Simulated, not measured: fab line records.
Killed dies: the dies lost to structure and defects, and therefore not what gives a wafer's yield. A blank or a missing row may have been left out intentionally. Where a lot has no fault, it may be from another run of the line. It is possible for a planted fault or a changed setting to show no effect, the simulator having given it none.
A struck lot beside a sound one	flow n5_finfet	38 steps out of a route of 1938
Sound: these wafers, L231.1, L231.2, L231.3. The struck wafers were L237.1, L237.2, L237.5. The cause is named last.
At each step with rows: each side's tool, then ch and its chambers, then its first start. Under that, the readings that differ: sound wafers	struck wafers	difference of the means	sigmas: that difference in standard deviations of wafers without a fault.
alike: readings with means less than 2 such deviations apart, plus words and numbers identical on both sides. not compared: withheld readings, readings lacking a value on some wafer, bounds such as >300 that could conceal the same value, and numbers that have no deviation in the record and whose values overlap.
The two part at a step that has a row with sigmas, a row that says differs or no value, or rows on one side only. When numbers do not overlap yet have no deviation, they are printed without sigmas and do not part them. Lack of a reading on every wafer of one side parts them only where that side has two or more wafers.

first, 9 steps without rows for these wafers: N5_BEOL_M4_ANNEAL_95 (time 240 s); N5_BEOL_M4_SPUTTER_96 (material Cu, target thk 4.5 nm, time 8.29 s); N5_BEOL_M4_ECD_50 (material Cu, target thk 300 nm); N5_BEOL_M4_ANNEAL_51 (time 90 s); N5_BEOL_M4_CMP_52 (polishes, stops on SiOC, t overpolish 6.8 s, target thk 40 nm); N5_BEOL_M4_PRE_CLEAN_60 (time 15 s); N5_BEOL_M4_CO_CAP_55 (material Co, precursor CCTBA/H2, target thk 2 nm, time 102.1 s); N5_BEOL_M4_PRE_CLEAN_56 (time 15 s); N5_BEOL_M4_DEP_57 (deposits SiCN from 3MS/NH3, target thk 8 nm, time 14 s).
N5_BEOL_M4_RC_MEAS_101:
  sound on prober-01 ch 0, day 10 15:12; struck on prober-02 ch 0, day 12 07:00
reading	sound	struck	difference	sigmas
DIBL_N (mV/V)	33.4 34.2 36.3	37.6 39.6 40.1	+4.5	+2
IOFF_P (nA/um)	0.15 0.18 0.20	0.24 0.28 0.28	+0.09	+2
ION_P (uA/um)	450 461 450	485 473 473	+23	+3
VT_P (mV)	-255 -253 -252	-247 -245 -245	+8	+2
  alike: DIBL_P, IOFF_N, ION_N, SS_N, SS_P, VT_N
then, 24 steps without rows for these wafers: N5_BEOL_M5_ILD_DEP_00 (deposits SiCOH lowk from DEMS/porogen, target thk 140.64 nm, time 25.9 s); N5_BEOL_M5_CURE_79 (cures SiCOH lowk, time 240 s); N5_BEOL_M5_PECVD_70 (deposits SiO2 from TEOS/O2, target thk 16 nm, time 18 s); N5_BEOL_M5_HM_DEP_02 (deposits TiN, target thk 20 nm); N5_BEOL_M5_COAT_59 (time 60 s, resist thk 60 nm); N5_BEOL_M5_COAT_60 (time 60 s, resist thk 12 nm); N5_BEOL_M5_COAT_71 (time 60 s, resist thk 5 nm); N5_BEOL_M5_COAT_05 (resist thk 30 nm); N5_BEOL_M5_EBR_07; N5_BEOL_M5_SOFTBAKE_06 (time 60 s); N5_BEOL_M5_EXPOSE_08 (exposes mask M5, target cd 28 nm); N5_BEOL_M5_PEB_09 (peb time 60 s); N5_BEOL_M5_DEVELOP_10 (develop time 30 s); N5_BEOL_M5_DESCUM_16 (chemistry O2, time 7 s); N5_BEOL_M5_ETCH_72 (etches underlayer in N2/H2, target depth 6.5 nm, time 5.2 s); N5_BEOL_M5_ETCH_61 (etches SiARC in CF4, target depth 15.6 nm, time 26 s); N5_BEOL_M5_ETCH_62 (etches SOC in N2/H2, target depth 75 nm, overetch 15 nm, time 112.5 s); N5_BEOL_M5_STRIP_63 (strips in N2/H2); N5_BEOL_M5_STRIP_73 (strips in N2/H2); N5_BEOL_M5_STRIP_64 (strips in CF4); N5_BEOL_M5_HM_OPEN_17 (chemistry Cl2/BCl3, target TiN, target depth 20 nm, overetch 6 nm); N5_BEOL_M5_STRIP_19 (strips in O2); N5_BEOL_M5_COAT_65 (time 60 s, resist thk 60 nm); N5_BEOL_M5_COAT_66 (time 60 s, resist thk 12 nm).
N5_BEOL_M6_ANNEAL_51: time 90 s.
  sound on rtp_anneal-01 ch 0, day 11 23:25; struck on rtp_anneal-01, day 13 02:07
  no value came back on the struck wafers for anneal_temp_c (C), anneal_temp_c_max, wafer_temp_C_max; on the sound wafers anneal_temp_c (C) reads 225.18 225.19 225.00
N5_BEOL_M6_CMP_52: polishes, stops on SiCOH lowk, t overpolish 6.9 s, target thk 80 nm.
  sound on cmp-01 ch 0,2,3, day 11 23:59; struck on cmp-02 ch 1,2,3, day 13 02:54
reading	sound	struck	difference	sigmas
barrier_field_endpoint_s (s)	30.7 28.8 29.0	34.3 33.6 35.5	+5.0	+6
time_to_endpoint_s (s)	72 67 63	81 79 80	+13	+3
  alike: head_pressure_psi, motor_current_A, overpolish_run_s, slurry_flow_ml_min
-- here the record skips 3 days between the struck wafers' starts before and after, leaving off in module BEOL_M6 and picking up in module BEOL_M15 (first step shown: number 1830 of the route) --
N5_BEOL_M15_RC_MEAS_101:
  sound on prober-02 ch 0, day 15 02:48; struck on prober-01 ch 0, day 15 19:34
  alike: COMB_M10, COMB_M11, COMB_M12, COMB_M13, COMB_M14, COMB_M15, COMB_M5, COMB_M7, COMB_M8, COMB_M9, SERP_M10, SERP_M11, SERP_M12, SERP_M12_max_site, SERP_M13, SERP_M14, SERP_M5, SERP_M6, SERP_M7, SERP_M8, SERP_M9
  not compared: COMB_M6, COMB_M6_max_site
N5_PASSIVATION_PROBE_49:
  sound on prober-02 at day 15 22:28; struck on prober-01 at day 16 09:22
reading	sound	struck	difference	sigmas
defect_limited_yield (%)	90.1 92.8 93.8	92.3 53.9 52.7	-25.9	-16
killed_at_M4_up	18 13 9	19 421 465	+288	+55
killed_dies	117 85 73	91 544 558	+306	+16
killed_on_rim	11 9 5	16 152 152	+98	+23
sort_n_pass	1063 1095 1107	1089 636 622	-306	-16
sort_yield_pct (%)	90.1 92.8 93.8	92.3 53.9 52.7	-25.9	-16
  alike: killed_at_M0_to_M3, killed_at_contacts, killed_at_front_end, killed_at_other, killed_open, killed_short, sort_bin_5_function, sort_bin_6_memory

== WHERE THEY PART ==
Earliest at N5_BEOL_M4_RC_MEAS_101; latest, in this record, at N5_PASSIVATION_PROBE_49.

WHY: what the simulator had put in
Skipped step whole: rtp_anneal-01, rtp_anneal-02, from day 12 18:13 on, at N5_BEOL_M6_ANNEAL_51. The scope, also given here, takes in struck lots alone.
